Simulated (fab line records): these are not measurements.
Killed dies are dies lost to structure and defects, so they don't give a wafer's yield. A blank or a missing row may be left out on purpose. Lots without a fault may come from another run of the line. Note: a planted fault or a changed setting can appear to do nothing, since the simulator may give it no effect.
Matching of chambers :: flow n5Finfet :: N5_SD_EPI_N_LINER_46 on aldSin-04: 4 sister chambers
The step material SiNx, target thk 3 nm. 4 wafers are shown with their chamber, then 12 later ones without.

## EACH WAFER AND ITS CHAMBER
wafer: L082.6
chamber: 3
heaterPowerW (W): 872

wafer: L083.1
chamber: 2
heaterPowerW (W): 948

wafer: L085.4
chamber: 0
heaterPowerW (W): 887

wafer: L085.5
chamber: 1
heaterPowerW (W): 729

## WAFERS MISSING THEIR CHAMBER
wafer: L087.1
heaterPowerW (W): 960

wafer: L087.2
heaterPowerW (W): 733

wafer: L087.5
heaterPowerW (W): 978

wafer: L088.2
heaterPowerW (W): 984

wafer: L088.4
heaterPowerW (W): 980

wafer: L088.5
heaterPowerW (W): 858

wafer: L091.2
heaterPowerW (W): 750

wafer: L091.3
heaterPowerW (W): 862

wafer: L091.6
heaterPowerW (W): 868

wafer: L094.1
heaterPowerW (W): 876

wafer: L094.2
heaterPowerW (W): 759

wafer: L094.6
heaterPowerW (W): 975

## THE CHAMBER EACH PASSED THROUGH
wafer: L087.1
from the rows above: 2
in truth: 2

wafer: L087.2
from the rows above: 1
in truth: 1

wafer: L087.5
from the rows above: 2
in truth: 2

wafer: L088.2
from the rows above: 2
in truth: 2

wafer: L088.4
from the rows above: 2
in truth: 2

wafer: L088.5
from the rows above: can't be placed: 3 or 0
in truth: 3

wafer: L091.2
from the rows above: 1
in truth: 1

wafer: L091.3
from the rows above: can't be placed: 3 or 0
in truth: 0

wafer: L091.6
from the rows above: can't be placed: 3 or 0
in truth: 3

wafer: L094.1
from the rows above: can't be placed: 3 or 0
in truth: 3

wafer: L094.2
from the rows above: 1
in truth: 1

wafer: L094.6
from the rows above: 2
in truth: 2
Correctly placed: 8 of 12. These rows do not allow placing 4 (true chamber among the candidates in 4). 0 placed wrongly.
How it was worked out, from the rows above alone: a wafer's distance from a chamber is the root of the sum, over the readings, of the square of ((its reading less the chamber's mean) divided by the reading's scatter). The wafer belongs to the nearest chamber; if the next one is less than 2 further off, it can't be placed. Each chamber's mean is taken over the wafers shown for it. The scatter (one wafer shown for each chamber): square how far every hidden wafer sits from the nearest shown wafer, average those squares and take the square root.
